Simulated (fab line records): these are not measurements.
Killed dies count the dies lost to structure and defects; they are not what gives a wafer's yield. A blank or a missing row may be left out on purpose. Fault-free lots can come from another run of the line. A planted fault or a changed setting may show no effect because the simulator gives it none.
fab line records + flow nand-harc
record:
- lots: 7
- wafers: 21
- last-day: 33
route steps=1302 shown P_STI@107 P_GATE@110 END@1302
lots that met no fault: taken from a fault-free run of the same line
start-h: hours from the record's opening day to when the first of the lot's shown wafers began + wait-h: time in hours since the lot's previous step + " same as the row above + L1.1+2: one row covering several wafers at once + - either no value or no given start + * or withheld: withheld + < > ~ a bound
route shown NAME@n: NAME is a module with steps in the file, n the number in the route of the first one + usual: mean/standard deviation taken from wafers without a fault + same: alike in all rows + chamber/n: place in a boat + sites: readings site by site + _std_site: the values' standard deviation + _edge_site: mean of outer sites minus mean of inner sites + radius-mm: for every site, how far away it sits from the centre of the wafer + mask NAME#n: copy n + behind: tool/chamber where the wafer was last shaped + hold: cause of the lot's hold/its duration in hours/its outcome + device: names the non-switching transistor (n, p or np) + end of line: the tests these same wafers got at the end of their route + for a step that has no rows: nothing shown but its recipe + killed: dies that structure and defects cost at the first sort, which is not the same as the wafer's yield + map: per-die view of a wafer (x killed, . not killed, _ where there is no die)
set.NAME: setting as actually run; set.NAME@STEP: the setting as run at that earlier step + model.NAME: the simulator's own value behind a step, which no gauge read
lots at some steps of the route; a table a step, a row a wafer
services: when a tool's chamber went out of use (start-h, in hours from the record's first day, below 0 if earlier), for how many hours, and the reason
== steps ==
step: NHARC_P_STI_SRD_39
step: NHARC_P_STI_OXIDE_40
recipe:
- target-thk-a: 100
- temp-c: 900
- ox-time-s: 1362
- material: SiO2
step: NHARC_P_STI_INSPECT_25
usual:
- raw-defect-count: 209/79
| lot.wafer | tool              | chamber | start-h | wait-h | raw-defect-count |
|-----------|-------------------|---------|---------|--------|------------------|
| L220.2    | defect-inspect-02 | -       | 83.31   | 0.4    | 223              |
| L220.3    | "                 | -       | "       | "      | 301              |
| L220.6    | "                 | -       | "       | "      | 305              |
| L226.1    | defect-inspect-02 | -       | 139.62  | 0.4    | 121              |
| L226.4    | "                 | -       | "       | "      | 313              |
| L226.5    | "                 | -       | "       | "      | 176              |
| L230.2    | defect-inspect-02 | -       | 180.08  | 0.4    | 213              |
| L230.4    | "                 | -       | "       | "      | 195              |
| L230.5    | "                 | -       | "       | "      | 276              |
| L236.1    | defect-inspect-02 | -       | 240.41  | 0.4    | 146              |
| L236.4    | "                 | -       | "       | "      | 182              |
| L236.5    | "                 | -       | "       | "      | 182              |
| L237.1    | defect-inspect-01 | -       | 252.68  | 0.4    | 225              |
| L237.2    | "                 | -       | "       | "      | 140              |
| L237.4    | "                 | -       | "       | "      | 192              |
| L241.3    | defect-inspect-01 | -       | 296.36  | 0.4    | 189              |
| L241.4    | "                 | -       | "       | "      | 166              |
| L241.5    | "                 | -       | "       | "      | 161              |
| L242.2    | defect-inspect-02 | -       | 307.31  | 0.4    | 439              |
| L242.4    | "                 | -       | "       | "      | 295              |
| L242.6    | "                 | -       | "       | "      | 479              |
step: NHARC_P_GATE_ETCH_69
recipe:
- target-depth-a: 140
- chemistry: dHF
- material: SiO2
step: NHARC_P_GATE_PRECLEAN_70
recipe:
- time-s: *
- temp-c: 50
- bath-age-min: 0
- chemistry: SC1
step: NHARC_P_GATE_SRD_01
step: NHARC_P_GATE_OXIDE_02
recipe:
- target-thk-a: 375
- temp-c: 950
- p-h2o-torr: 720
- ox-time-s: 365
- material: SiO2
step: NHARC_P_GATE_DEHYDRATE_03
recipe:
- temp-c: 150
- time-s: 120
step: NHARC_P_GATE_HMDS_04
recipe:
- time-s: 30
step: NHARC_P_GATE_COAT_05
recipe:
- spin-rpm: 4690
step: NHARC_P_GATE_SOFTBAKE_06
recipe:
- temp-c: 122
- time-s: 95
step: NHARC_P_GATE_EBR_07
step: NHARC_P_GATE_EXPOSE_08
recipe:
- na: 0.6
- dose-mj: 16.75
- mask-id: P_HV
usual:
- exposure-dose-mJ-cm2: 16.746/0.015
- reticle-temp-C: 23.02/0.1
same:
- na: 0.6
| lot.wafer | tool           | chamber | start-h | wait-h | mask   | exposure-dose-mJ-cm2 | reticle-temp-C |
|-----------|----------------|---------|---------|--------|--------|----------------------|----------------|
| L220.2    | krf-scanner-04 | 0       | 92.33   | -      | P_HV#0 | 16.749               | 23.26          |
| L220.3    | "              | 0       | "       | "      | P_HV#0 | 16.757               | 23.12          |
| L220.6    | "              | 0       | "       | "      | P_HV#0 | 16.762               | 23.17          |
| L226.1    | krf-scanner-03 | 0       | 147.86  | -      | P_HV#0 | 16.751               | 23.15          |
| L226.4    | "              | 0       | "       | "      | P_HV#0 | 16.761               | 23.11          |
| L226.5    | "              | 0       | "       | "      | P_HV#0 | 16.719               | 23.19          |
| L230.2    | krf-scanner-02 | 0       | 188.66  | -      | P_HV#0 | 16.749               | 23.01          |
| L230.4    | "              | 0       | "       | "      | P_HV#0 | 16.738               | 23.01          |
| L230.5    | "              | 0       | "       | "      | P_HV#0 | 16.731               | 23.10          |
| L236.1    | krf-scanner-04 | 0       | 248.75  | -      | P_HV#0 | 16.386               | 23.06          |
| L236.4    | "              | 0       | "       | "      | P_HV#0 | 16.360               | 23.09          |
| L236.5    | "              | 0       | "       | "      | P_HV#0 | 16.390               | 23.02          |
| L237.1    | krf-scanner-04 | 0       | 260.84  | -      | P_HV#0 | 16.391               | 22.96          |
| L237.2    | "              | 0       | "       | "      | P_HV#0 | 16.389               | 23.19          |
| L237.4    | "              | 0       | "       | "      | P_HV#0 | 16.380               | 22.95          |
| L241.3    | krf-scanner-04 | 0       | 304.69  | -      | P_HV#0 | 16.397               | 23.03          |
| L241.4    | "              | 0       | "       | "      | P_HV#0 | 16.367               | 23.34          |
| L241.5    | "              | 0       | "       | "      | P_HV#0 | 16.399               | 23.09          |
| L242.2    | krf-scanner-03 | 0       | 317.33  | -      | P_HV#0 | 16.738               | 22.81          |
| L242.4    | "              | 0       | "       | "      | P_HV#0 | 16.775               | 22.82          |
| L242.6    | "              | 0       | "       | "      | P_HV#0 | 16.755               | 22.93          |
step: NHARC_P_GATE_PEB_09
recipe:
- peb-temp-c: 118
- peb-time-s: 85
step: NHARC_END_SORT_01
recipe:
- temp-c: 25
usual:
- killed-at-array: 55/19
- killed-at-other: 0.6/0.99
- killed-at-periphery: 4.2/2.6
- killed-dies: 60/18
- killed-open: 3.4/1.7
- killed-short: 2.3/1.5
same:
- gross-dies: 677
| lot.wafer | tool      | chamber | start-h | wait-h | killed-at-array | killed-at-other | killed-at-periphery | killed-dies | killed-open | killed-short |
|-----------|-----------|---------|---------|--------|-----------------|-----------------|---------------------|-------------|-------------|--------------|
| L220.2    | prober-01 | 0       | 571.79  | 2.8    | 77              | 0               | 2                   | 79          | 3           | 4            |
| L220.3    | prober-01 | 0       | 572.59  | 3.1    | 65              | 0               | 3                   | 68          | 4           | 2            |
| L220.6    | prober-01 | 0       | 574.98  | 4.0    | 67              | 0               | 4                   | 71          | 2           | 7            |
| L226.1    | prober-02 | 0       | 615.13  | 2.5    | 72              | 1               | 4                   | 77          | 2           | 1            |
| L226.4    | prober-02 | 0       | 617.53  | 3.4    | 67              | 0               | 3                   | 70          | 1           | 1            |
| L226.5    | prober-02 | 0       | 618.33  | 3.7    | 64              | 0               | 3                   | 67          | 2           | 0            |
| L236.1    | prober-02 | 0       | 718.80  | 2.5    | 28              | 0               | 2                   | 30          | 2           | 1            |
| L236.4    | prober-02 | 0       | 721.23  | 3.4    | 27              | 0               | 5                   | 32          | 3           | 2            |
| L236.5    | prober-02 | 0       | 722.04  | 3.7    | 31              | 0               | 2                   | 33          | 2           | 3            |
| L237.1    | prober-02 | 0       | 736.40  | 2.5    | 97              | 0               | 3                   | 100         | 0           | 2            |
| L237.2    | prober-02 | 0       | 737.20  | 2.8    | 83              | 1               | 7                   | 91          | 2           | 2            |
| L237.4    | prober-02 | 0       | 738.79  | 3.4    | 81              | 0               | 8                   | 89          | 2           | 2            |
killed by level:class
L220.2 A_CHANNEL_HOLE_D2:chamber-film-flake=38 A_SLIT:chamber-film-flake=22 A_SGD_CUT:chamber-film-flake=5 A_M0:chamber-film-flake=3 A_CHANNEL_HOLE_D2:geometric-particle:open=2 A_CHANNEL_HOLE_D1:geometric-particle:short=1 A_SGD_CUT:geometric-particle:short=1 A_WL_FILL:geometric-particle:short=1
L220.3 A_SLIT:chamber-film-flake=28 A_CHANNEL_HOLE_D2:chamber-film-flake=24 A_SGD_CUT:chamber-film-flake=3 A_M0:chamber-film-flake=2 P_CONTACT:geometric-particle:short=1 P_CONTACT:geometric-particle:open=1 A_ONON_D2:geometric-particle:short=1 A_CHANNEL_FILL_D2:geometric-particle:open=1
L220.6 A_CHANNEL_HOLE_D2:chamber-film-flake=23 A_SLIT:chamber-film-flake=19 A_STAIRCASE:chamber-film-flake=4 A_SGD_CUT:chamber-film-flake=4 A_SGD_CUT:geometric-particle:short=2 A_WL_FILL:geometric-particle:short=2 A_CHANNEL_HOLE_D1:chamber-film-flake=2 A_CHANNEL_FILL_D2:chamber-film-flake=2
L226.1 A_CHANNEL_HOLE_D1:chamber-film-flake=35 A_CHANNEL_HOLE_D2:chamber-film-flake=22 A_STAIRCASE:chamber-film-flake=5 A_CONTACT:chamber-film-flake=4 P_GATE:chamber-film-flake=2 A_SLIT:chamber-film-flake=2 P_CONTACT:geometric-particle:open=1 A_SGD_CUT:chamber-film-flake=1
L226.4 A_CHANNEL_HOLE_D1:chamber-film-flake=36 A_CHANNEL_HOLE_D2:chamber-film-flake=19 A_CONTACT:chamber-film-flake=5 A_STAIRCASE:chamber-film-flake=3 P_GATE:chamber-film-flake=2 A_DECK1_JOINT:geometric-particle:short=1 A_M0:geometric-particle:open=1 P_BONDPAD:chamber-film-flake=1
L226.5 A_CHANNEL_HOLE_D2:chamber-film-flake=35 A_CHANNEL_HOLE_D1:chamber-film-flake=24 P_GATE:geometric-particle:open=2 A_CONTACT:chamber-film-flake=2 A_BLC:chamber-film-flake=2 P_BONDPAD:chamber-film-flake=1 A_SLIT:chamber-film-flake=1
L236.1 A_CHANNEL_HOLE_D1:chamber-film-flake=9 A_SLIT:chamber-film-flake=6 A_CONTACT:chamber-film-flake=5 A_WL_FILL:chamber-film-flake=4 P_STI:chamber-film-flake=2 A_WL_FILL:geometric-particle:short=1 A_CONTACT:geometric-particle:open=1 A_M0:geometric-particle:open=1
L236.4 A_CHANNEL_HOLE_D1:chamber-film-flake=8 A_SLIT:chamber-film-flake=6 P_STI:chamber-film-flake=4 A_WL_FILL:chamber-film-flake=3 A_CONTACT:chamber-film-flake=3 A_ONON_D1:geometric-particle:short=1 A_CHANNEL_FILL_D1:geometric-particle:short=1 A_BLC:geometric-particle:open=1
L236.5 A_CHANNEL_HOLE_D1:chamber-film-flake=11 A_SLIT:chamber-film-flake=8 A_CONTACT:chamber-film-flake=4 P_STI:chamber-film-flake=2 A_ZERO_WELL:chamber-film-flake=2 A_SOURCE_PLATE:geometric-particle:short=1 A_CHANNEL_FILL_D1:geometric-particle:short=1 A_CHANNEL_FILL_D2:geometric-particle:open=1
L237.1 A_SLIT:chamber-film-flake=30 A_CHANNEL_HOLE_D2:chamber-film-flake=28 A_CHANNEL_HOLE_D1:chamber-film-flake=20 A_CONTACT:chamber-film-flake=8 A_CHANNEL_FILL_D2:chamber-film-flake=4 P_M2:chamber-film-flake=3 A_WL_FILL:chamber-film-flake=3 A_CHANNEL_FILL_D1:geometric-particle:short=1
L237.2 A_CHANNEL_HOLE_D1:chamber-film-flake=25 A_SLIT:chamber-film-flake=22 A_CHANNEL_HOLE_D2:chamber-film-flake=21 A_CONTACT:chamber-film-flake=5 P_CONTACT:chamber-film-flake=3 P_M2:chamber-film-flake=3 A_STAIRCASE:chamber-film-flake=2 A_WL_FILL:chamber-film-flake=2
L237.4 A_SLIT:chamber-film-flake=28 A_CHANNEL_HOLE_D2:chamber-film-flake=21 A_CHANNEL_HOLE_D1:chamber-film-flake=20 P_M2:chamber-film-flake=4 A_CONTACT:chamber-film-flake=3 A_CHANNEL_FILL_D1:geometric-particle:short=2 P_GATE:chamber-film-flake=2 A_DECK1_JOINT:chamber-film-flake=2
== services ==
| tool           | chamber | start-h | hours | kind   |
|----------------|---------|---------|-------|--------|
| krf-scanner-02 | -       | 94.00   | 4.0   | pm     |
| krf-scanner-02 | -       | 125.07  | 0.7   | repair |
| krf-scanner-02 | -       | 155.64  | 1.2   | repair |
| krf-scanner-03 | -       | 161.55  | 1.0   | repair |
| krf-scanner-04 | -       | 182.00  | 4.0   | pm     |
| krf-scanner-03 | -       | 224.00  | 4.0   | pm     |
| krf-scanner-02 | -       | 236.71  | 1.9   | repair |
| krf-scanner-02 | -       | 254.01  | 0.1   | repair |
| krf-scanner-02 | -       | 266.00  | 4.0   | pm     |
| krf-scanner-02 | -       | 316.87  | 0.8   | repair |
== key ==
first-sign:
- step: NHARC_P_GATE_EXPOSE_08
- reading: exposure-dose-mJ-cm2
- direction: down
- sigmas: 24
- usual: 16.746
- struck: 16.384
effect none on later readings
met-at NHARC_P_GATE_EXPOSE_08
struck-wafers L236.1,L236.4,L236.5,L237.1,L237.2,L237.4,L241.3,L241.4,L241.5
tester-left-out L236,L237,L241
onset-between 92.33 248.75
fault:
- kind: process-parameter-drift
- tool: krf-scanner-04
- chamber: -
- onset-h: 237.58
- steps: NHARC_P_GATE_EXPOSE_08
- channel: dose-mj
- offset: -0.35758
- shape: step
- acts-in: these-recipes-only
- stated: 16.75
tester-left-out: of these lots the tester's yield and bins aren't shown, on N5 and GAA mostly nor the transistor test; their killed dies are dies lost to structure and defects alone, not to doping, threshold or leakage, so they don't give the yield
